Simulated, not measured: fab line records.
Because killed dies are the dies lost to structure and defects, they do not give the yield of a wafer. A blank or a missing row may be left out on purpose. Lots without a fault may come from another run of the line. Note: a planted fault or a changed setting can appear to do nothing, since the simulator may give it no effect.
Lot-split experiment + flow n5-finfet + route with 1938 steps; 7 lots, 39 wafers read

ABOUT THE SPLIT
At N5_GATE_CUT_ETCH_58 (etches SiNx in CH3F/O2, target depth 17 nm, time 128.6 s), the setting bias-w was moved away from the recipe's 21 W on 18 of the 39 wafers read, by -18.1% to +16.8%. For the rest of the wafers, this setting stayed at what the recipe calls for.

Reading taken at the split's own step.

THE READING
rf-vpp-V, in V, at N5_GATE_CUT_ETCH_58 (etches SiNx in CH3F/O2, target depth 17 nm, time 128.6 s). On this fab line, fault-free wafers typically give 99.2 V with a standard deviation of 0.94 V.

| wafer  | tool, chamber at the split | bias-w as run, W | against the recipe | rf-vpp-V, V | against lot-mates on the recipe |
|--------|----------------------------|------------------|--------------------|-------------|---------------------------------|
| L075.1 | rie-diel-05, 2             | 21               | recipe             | 98.2        | -                               |
| L075.2 | rie-diel-05, 1             | 21               | recipe             | 100.3       | -                               |
| L075.3 | rie-diel-05, 3             | 23.05            | +9.8%              | 103.9       | +4.9                            |
| L075.4 | rie-diel-05, 0             | 23.05            | +9.8%              | 106.2       | +7.2                            |
| L075.5 | rie-diel-05, 3             | 21               | recipe             | 98.5        | -                               |
| L075.6 | rie-diel-05, 2             | 23.05            | +9.8%              | 104.5       | +5.5                            |
| L079.1 | rie-diel-04, 0             | 24.53            | +16.8%             | 108.3       | +8.9                            |
| L079.2 | rie-diel-04, 3             | 21               | recipe             | 99.7        | -                               |
| L079.3 | rie-diel-04, 2             | 21               | recipe             | 98.6        | -                               |
| L079.4 | rie-diel-04, 0             | 24.53            | +16.8%             | 109.5       | +10.1                           |
| L079.5 | rie-diel-04, 2             | 21               | recipe             | 99.9        | -                               |
| L079.6 | rie-diel-04, 3             | 24.53            | +16.8%             | 109.3       | +9.9                            |
| L082.1 | rie-diel-02, 3             | 17.2             | -18.1%             | 88.1        | -10.8                           |
| L082.2 | rie-diel-02, 1             | 21               | recipe             | 100.6       | -                               |
| L082.3 | rie-diel-02, 0             | 17.2             | -18.1%             | 85.3        | -13.6                           |
| L082.4 | rie-diel-02, 2             | 17.2             | -18.1%             | 85.8        | -13.1                           |
| L082.5 | rie-diel-02, 0             | 21               | recipe             | 97.0        | -                               |
| L082.6 | rie-diel-02, 1             | 21               | recipe             | 99.2        | -                               |
| L088.1 | rie-diel-04, 3             | 22.28            | +6.1%              | 103.8       | +4.4                            |
| L088.2 | rie-diel-04, 1             | 21               | recipe             | 99.5        | -                               |
| L088.3 | rie-diel-04, 2             | 21               | recipe             | 99.8        | -                               |
| L088.4 | rie-diel-04, 0             | 21               | recipe             | 98.9        | -                               |
| L088.5 | rie-diel-04, 0             | 22.28            | +6.1%              | 103.7       | +4.3                            |
| L088.6 | rie-diel-04, 1             | 22.28            | +6.1%              | 101.1       | +1.7                            |
| L089.1 | rie-diel-04, 3             | 21               | recipe             | 98.7        | -                               |
| L089.2 | rie-diel-04, 0             | 21               | recipe             | 99.5        | -                               |
| L089.3 | rie-diel-04, 1             | 22.48            | +7.0%              | 102.3       | +3.3                            |
| L089.4 | rie-diel-04, 2             | 22.48            | +7.0%              | 104.7       | +5.7                            |
| L089.5 | rie-diel-04, 0             | 22.48            | +7.0%              | 102.3       | +3.3                            |
| L089.6 | rie-diel-04, 1             | 21               | recipe             | 98.8        | -                               |
| L091.1 | rie-diel-04, 0             | 21               | recipe             | 98.8        | -                               |
| L091.2 | rie-diel-04, 1             | 18.71            | -10.9%             | 91.5        | -7.9                            |
| L091.3 | rie-diel-04, 2             | 21               | recipe             | 99.0        | -                               |
| L091.4 | rie-diel-04, 3             | 21               | recipe             | 100.3       | -                               |
| L091.5 | rie-diel-04, 1             | 18.71            | -10.9%             | 92.0        | -7.4                            |
| L091.6 | rie-diel-04, 0             | 18.71            | -10.9%             | 92.6        | -6.8                            |
| L090.3 | rie-diel-04, 3             | 21               | recipe             | 102.0       | -                               |
| L090.4 | rie-diel-04, 0             | 21               | recipe             | 100.4       | -                               |
| L090.6 | rie-diel-04, 2             | 21               | recipe             | 100.1       | -                               |

FIT RESULTS
A straight line over all 39 wafers: rf-vpp-V changes by +0.639 V for each +1% of bias-w; r = +0.98; the points scatter about the line by 1.1 V.
The same after taking each lot's own level away (the mean of its wafers on the recipe; 39 wafers): +0.636 V for each +1%; r = +0.98; scatter 1 V.
The reading moves by 11 V for the largest change in bias-w, on that fit.
Across the lots, their own levels run from 98.93 to 100.83 V, a range of 2.0 times the standard deviation given above.
So the lot-to-lot level changes the slope little: the two slopes agree.
Check: for one of the wafers moved furthest among these (-18.1%), held out of the fit, the line's prediction against its lot-mates is -12 V. It came out at -10.8 V against them.
Tool readings at the split's step, against how far the setting was moved: rf-vpp-V r = +0.98.

OTHER SPLITS APPLIED TO THESE WAFERS
These wafers also went through other splits before the reading. Each is held against what the fit with the lots' levels taken away leaves over:
| other split on the same wafers    | wafers away from the commonest value | r with rf-vpp-V (lot level and that fit taken away) |
|-----------------------------------|--------------------------------------|-----------------------------------------------------|
| N5_WELL_APT_EPI_41 target-thk-a   | 15                                   | +0.17                                               |
| N5_DUMMY_GATE_EXPOSE_12 dose-mj   | 15                                   | -0.17                                               |
| N5_DUMMY_GATE_ETCH_37 source-w    | 12                                   | -0.07                                               |
| N5_DUMMY_GATE_ETCH_42 bias-w      | 12                                   | -0.01                                               |
| N5_SD_EPI_N_LINER_46 target-thk-a | 12                                   | +0.06                                               |

THE WHOLE CHAIN: every reading that the file lists as answering this split, in the file's order
| step                | what it does                                             | reading                                                        | change (the file's fit)                | r (the file's) |
|---------------------|----------------------------------------------------------|----------------------------------------------------------------|----------------------------------------|----------------|
| N5_GATE_CUT_ETCH_58 | etches SiNx in CH3F/O2, target depth 17 nm, time 128.6 s | rf-vpp-V                                                       | +0.632 V for each +1% of the setting   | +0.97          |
| N5_GATE_CUT_ETCH_58 | etches SiNx in CH3F/O2, target depth 17 nm, time 128.6 s | etch.depth-nm (the simulator's own value, which no gauge read) | +0.0622 nm for each +1% of the setting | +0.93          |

THE FILE'S OWN FIT
rf-vpp-V changes by +0.632 V for each +1% of bias-w, r = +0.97.
